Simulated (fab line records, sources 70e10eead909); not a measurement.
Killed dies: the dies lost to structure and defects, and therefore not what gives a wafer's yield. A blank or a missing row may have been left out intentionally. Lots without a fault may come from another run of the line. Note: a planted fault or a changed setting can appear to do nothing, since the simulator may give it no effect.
Matching of chambers | flow nand_harc | NHARC_A_CONTACT_ETCH_106 on rie_diel-12 has 4 sister chambers
The step etches the open film in CF4/O2, target depth 60 nm, overetch 6 nm, time 33 s. 36 wafers are shown with their chamber, then 12 later ones without.

## WAFERS PAIRED WITH THEIR CHAMBERS
wafer  | chamber | showerhead_plenum_p_Torr (Torr) | drypump_motor_current_A (A) | rf_vpp_V (V)
L075.1 | 1       | 1.30                            | 6.6                         | 197.8
L075.5 | 2       | 1.42                            | 6.3                         | 199.3
L075.6 | 1       | 1.30                            | 6.6                         | 196.4
L078.1 | 3       | 1.37                            | 5.3                         | 198.3
L078.5 | 2       | 1.42                            | 6.2                         | 199.9
L078.6 | 1       | 1.30                            | 6.6                         | 197.6
L077.2 | 0       | 1.24                            | 5.4                         | 196.1
L077.3 | 3       | 1.37                            | 5.3                         | 197.9
L077.5 | 3       | 1.37                            | 5.3                         | 197.8
L076.2 | 3       | 1.37                            | 5.3                         | 198.5
L076.4 | 1       | 1.30                            | 6.6                         | 195.2
L076.6 | 2       | 1.42                            | 6.3                         | 199.9
L079.1 | 0       | 1.23                            | 5.5                         | 196.2
L079.2 | 2       | 1.42                            | 6.3                         | 201.0
L079.4 | 1       | 1.30                            | 6.6                         | 197.2
L081.1 | 3       | 1.37                            | 5.4                         | 197.8
L081.4 | 2       | 1.42                            | 6.2                         | 199.3
L081.6 | 3       | 1.37                            | 5.4                         | 200.0
L083.1 | 3       | 1.37                            | 5.4                         | 198.1
L083.2 | 2       | 1.42                            | 6.3                         | 199.4
L083.5 | 2       | 1.42                            | 6.2                         | 197.6
L084.2 | 2       | 1.42                            | 6.2                         | 198.6
L084.3 | 3       | 1.37                            | 5.4                         | 197.1
L084.5 | 0       | 1.23                            | 5.4                         | 196.3
L082.1 | 3       | 1.37                            | 5.4                         | 198.9
L082.4 | 0       | 1.23                            | 5.4                         | 195.5
L082.6 | 0       | 1.23                            | 5.5                         | 196.4
L086.1 | 3       | 1.37                            | 5.3                         | 198.2
L086.3 | 0       | 1.23                            | 5.5                         | 195.9
L086.6 | 3       | 1.37                            | 5.3                         | 198.7
L087.3 | 0       | 1.23                            | 5.5                         | 196.2
L087.5 | 1       | 1.30                            | 6.6                         | 197.6
L087.6 | 0       | 1.23                            | 5.5                         | 195.7
L085.1 | 1       | 1.30                            | 6.6                         | 198.5
L085.5 | 2       | 1.42                            | 6.2                         | 199.4
L085.6 | 3       | 1.37                            | 5.4                         | 199.1

SIGNATURES (means of the wafers above)
reading                  | chamber 0 | chamber 1 | chamber 2 | chamber 3 | scatter within a chamber
showerhead_plenum_p_Torr | 1.2312    | 1.3000    | 1.4200    | 1.3700    | 0.00165
drypump_motor_current_A  | 5.463     | 6.600     | 6.244     | 5.350     | 0.0471
rf_vpp_V                 | 196.037   | 197.186   | 199.378   | 198.367   | 0.807
Rule: a wafer lies at a distance from a chamber equal to the root of the sum of squares, over the readings, of (its reading less the chamber's mean, divided by the reading's scatter). The wafer belongs to the nearest chamber; if the next one is less than 2 further off, it can't be placed. The scatter is the square root of a quotient: the sum, over the shown wafers, of each reading's squared deviation from its chamber's mean, divided by wafers minus chambers.

## WAFERS MISSING THEIR CHAMBER
wafer  | showerhead_plenum_p_Torr (Torr) | drypump_motor_current_A (A) | rf_vpp_V (V)
L089.1 | 1.23                            | 5.4                         | 197.5
L089.2 | 1.42                            | 6.3                         | 200.7
L089.5 | 1.30                            | 6.6                         | 197.3
L090.1 | 1.23                            | 5.5                         | 195.7
L090.3 | 1.42                            | 6.2                         | 200.0
L090.6 | 1.23                            | 5.4                         | 195.0
L091.1 | 1.23                            | 5.4                         | 195.7
L091.5 | 1.41                            | 6.2                         | 201.0
L091.6 | 1.30                            | 6.6                         | 197.3
L095.1 | 1.37                            | 5.3                         | 198.6
L095.2 | 1.23                            | 5.4                         | 196.5
L095.3 | 1.30                            | 6.6                         | 196.8

## EACH ONE'S CHAMBER
wafer  | from the rows above | in truth
L089.1 | 0                   | 0
L089.2 | 2                   | 2
L089.5 | 1                   | 1
L090.1 | 0                   | 0
L090.3 | 2                   | 2
L090.6 | 0                   | 0
L091.1 | 0                   | 0
L091.5 | 2                   | 2
L091.6 | 1                   | 1
L095.1 | 3                   | 3
L095.2 | 0                   | 0
L095.3 | 1                   | 1
Correct placement for 12 of the 12. Left unplaced by these rows: 0. Placed wrongly: 0.
